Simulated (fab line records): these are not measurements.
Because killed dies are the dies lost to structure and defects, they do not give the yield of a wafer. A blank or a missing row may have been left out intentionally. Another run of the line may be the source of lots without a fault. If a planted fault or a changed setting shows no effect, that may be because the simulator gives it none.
Matching of chambers || flow n5Finfet || N5_GATE_CUT_ETCH_28 on rieDiel-02: 4 sister chambers
The step etches underlayer in N2/H2, target depth 13 nm, time 10.4 s. 4 wafers are shown with their chamber, then 12 later ones without.

## WAFERS, EACH WITH ITS CHAMBER
{"wafer": "L087.5", "chamber": 0, "showerheadPlenumPTorr (Torr)": 2.59}
{"wafer": "L089.1", "chamber": 2, "showerheadPlenumPTorr (Torr)": 2.51}
{"wafer": "L089.2", "chamber": 3, "showerheadPlenumPTorr (Torr)": 2.51}
{"wafer": "L089.3", "chamber": 1, "showerheadPlenumPTorr (Torr)": 2.43}

## WAFERS MISSING THEIR CHAMBER
{"wafer": "L089.4", "showerheadPlenumPTorr (Torr)": 2.51}
{"wafer": "L089.5", "showerheadPlenumPTorr (Torr)": 2.51}
{"wafer": "L089.6", "showerheadPlenumPTorr (Torr)": 2.43}
{"wafer": "L092.1", "showerheadPlenumPTorr (Torr)": 2.43}
{"wafer": "L092.2", "showerheadPlenumPTorr (Torr)": 2.59}
{"wafer": "L092.4", "showerheadPlenumPTorr (Torr)": 2.51}
{"wafer": "L094.1", "showerheadPlenumPTorr (Torr)": 2.43}
{"wafer": "L094.3", "showerheadPlenumPTorr (Torr)": 2.51}
{"wafer": "L094.4", "showerheadPlenumPTorr (Torr)": 2.59}
{"wafer": "L097.1", "showerheadPlenumPTorr (Torr)": 2.51}
{"wafer": "L097.5", "showerheadPlenumPTorr (Torr)": 2.50}
{"wafer": "L097.6", "showerheadPlenumPTorr (Torr)": 2.51}

## WHICH CHAMBER EACH ONE RAN IN
{"wafer": "L089.4", "from the rows above": "can't be placed: 2 or 3", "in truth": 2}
{"wafer": "L089.5", "from the rows above": "can't be placed: 2 or 3", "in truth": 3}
{"wafer": "L089.6", "from the rows above": 1, "in truth": 1}
{"wafer": "L092.1", "from the rows above": 1, "in truth": 1}
{"wafer": "L092.2", "from the rows above": 0, "in truth": 0}
{"wafer": "L092.4", "from the rows above": "can't be placed: 2 or 3", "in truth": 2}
{"wafer": "L094.1", "from the rows above": 1, "in truth": 1}
{"wafer": "L094.3", "from the rows above": "can't be placed: 2 or 3", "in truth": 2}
{"wafer": "L094.4", "from the rows above": 0, "in truth": 0}
{"wafer": "L097.1", "from the rows above": "can't be placed: 2 or 3", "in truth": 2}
{"wafer": "L097.5", "from the rows above": "can't be placed: 2 or 3", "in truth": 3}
{"wafer": "L097.6", "from the rows above": "can't be placed: 2 or 3", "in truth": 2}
Correct placement for 5 of the 12. Cannot be placed on the basis of these rows: 7; the candidates contain the true chamber in 7. 0 placed wrongly.
How it was worked out, from the rows above alone: a wafer's distance from a chamber is the root of the sum, over the readings, of the square of ((its reading less the chamber's mean) divided by the reading's scatter). The wafer belongs to the nearest chamber; if the next one is less than 2 further off, it can't be placed. A chamber's mean is the mean of its shown wafers. The scatter: root of mean squared gap, hidden wafer to nearest shown wafer, with one shown wafer a chamber.
